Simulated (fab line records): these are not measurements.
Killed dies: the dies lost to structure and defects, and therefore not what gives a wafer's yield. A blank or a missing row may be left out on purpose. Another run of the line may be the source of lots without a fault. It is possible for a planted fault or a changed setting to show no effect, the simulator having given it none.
Matching of chambers / flow n5 finfet / 4 sister chambers for N5_MOL_CONTACT_COAG_ETCH_67 on rie diel-06
The step etches SOC in N2/H2, target depth 60 nm, overetch 21 nm, time 101.2 s. 14 wafers are shown with their chamber, then 7 later ones without.

WAFERS PAIRED WITH THEIR CHAMBERS
wafer=L076.1; chamber=3; showerhead plenum p Torr (Torr)=2.45; drypump motor current A (A)=6.1; throttle valve pct (%)=17.84
wafer=L076.2; chamber=1; showerhead plenum p Torr (Torr)=2.56; drypump motor current A (A)=6.0; throttle valve pct (%)=18.15
wafer=L076.4; chamber=2; showerhead plenum p Torr (Torr)=2.49; drypump motor current A (A)=5.9; throttle valve pct (%)=17.65
wafer=L077.1; chamber=3; showerhead plenum p Torr (Torr)=2.44; drypump motor current A (A)=6.2; throttle valve pct (%)=17.85
wafer=L077.2; chamber=2; showerhead plenum p Torr (Torr)=2.49; drypump motor current A (A)=5.9; throttle valve pct (%)=17.66
wafer=L077.3; chamber=1; showerhead plenum p Torr (Torr)=2.56; drypump motor current A (A)=6.0; throttle valve pct (%)=18.17
wafer=L077.4; chamber=2; showerhead plenum p Torr (Torr)=2.49; drypump motor current A (A)=5.9; throttle valve pct (%)=17.66
wafer=L077.5; chamber=1; showerhead plenum p Torr (Torr)=2.56; drypump motor current A (A)=6.0; throttle valve pct (%)=18.15
wafer=L077.6; chamber=3; showerhead plenum p Torr (Torr)=2.44; drypump motor current A (A)=6.2; throttle valve pct (%)=17.84
wafer=L087.1; chamber=0; showerhead plenum p Torr (Torr)=2.49; drypump motor current A (A)=5.8; throttle valve pct (%)=17.67
wafer=L087.3; chamber=2; showerhead plenum p Torr (Torr)=2.48; drypump motor current A (A)=5.9; throttle valve pct (%)=17.28
wafer=L087.5; chamber=2; showerhead plenum p Torr (Torr)=2.48; drypump motor current A (A)=5.9; throttle valve pct (%)=17.28
wafer=L092.2; chamber=2; showerhead plenum p Torr (Torr)=2.48; drypump motor current A (A)=5.9; throttle valve pct (%)=17.29
wafer=L092.3; chamber=0; showerhead plenum p Torr (Torr)=2.49; drypump motor current A (A)=5.8; throttle valve pct (%)=17.69

SIGNATURES, as means of the wafers listed above
reading=showerhead plenum p Torr; chamber 0=2.4900; chamber 1=2.5600; chamber 2=2.4850; chamber 3=2.4433; scatter within a chamber=0.00465
reading=drypump motor current A; chamber 0=5.800; chamber 1=6.000; chamber 2=5.900; chamber 3=6.167; scatter within a chamber=0.0258
reading=throttle valve pct; chamber 0=17.6800; chamber 1=18.1567; chamber 2=17.4700; chamber 3=17.8433; scatter within a chamber=0.145
Rule: distance of a wafer from a chamber = root of the sum over the readings of ((wafer's reading minus chamber's mean) / reading's scatter) squared. The wafer belongs to the nearest chamber; if the next one is less than 2 further off, it can't be placed. The scatter is the square root of a quotient: the sum, over the shown wafers, of each reading's squared deviation from its chamber's mean, divided by wafers minus chambers.

WAFERS WITHOUT THEIR CHAMBER
wafer=L092.5; showerhead plenum p Torr (Torr)=2.48; drypump motor current A (A)=5.9; throttle valve pct (%)=17.30
wafer=L093.1; showerhead plenum p Torr (Torr)=2.48; drypump motor current A (A)=5.8; throttle valve pct (%)=17.70
wafer=L093.3; showerhead plenum p Torr (Torr)=2.43; drypump motor current A (A)=6.2; throttle valve pct (%)=17.89
wafer=L093.6; showerhead plenum p Torr (Torr)=2.48; drypump motor current A (A)=5.8; throttle valve pct (%)=17.69
wafer=L095.3; showerhead plenum p Torr (Torr)=2.54; drypump motor current A (A)=6.0; throttle valve pct (%)=18.22
wafer=L095.4; showerhead plenum p Torr (Torr)=2.48; drypump motor current A (A)=5.9; throttle valve pct (%)=17.30
wafer=L095.5; showerhead plenum p Torr (Torr)=2.54; drypump motor current A (A)=6.0; throttle valve pct (%)=18.21

THE CHAMBER EACH PASSED THROUGH
wafer=L092.5; from the rows above=2; in truth=2
wafer=L093.1; from the rows above=0; in truth=0
wafer=L093.3; from the rows above=3; in truth=3
wafer=L093.6; from the rows above=0; in truth=0
wafer=L095.3; from the rows above=1; in truth=1
wafer=L095.4; from the rows above=2; in truth=2
wafer=L095.5; from the rows above=1; in truth=1
Correct placement for 7 of the 7. Left unplaced by these rows: 0. Placed wrongly: 0.
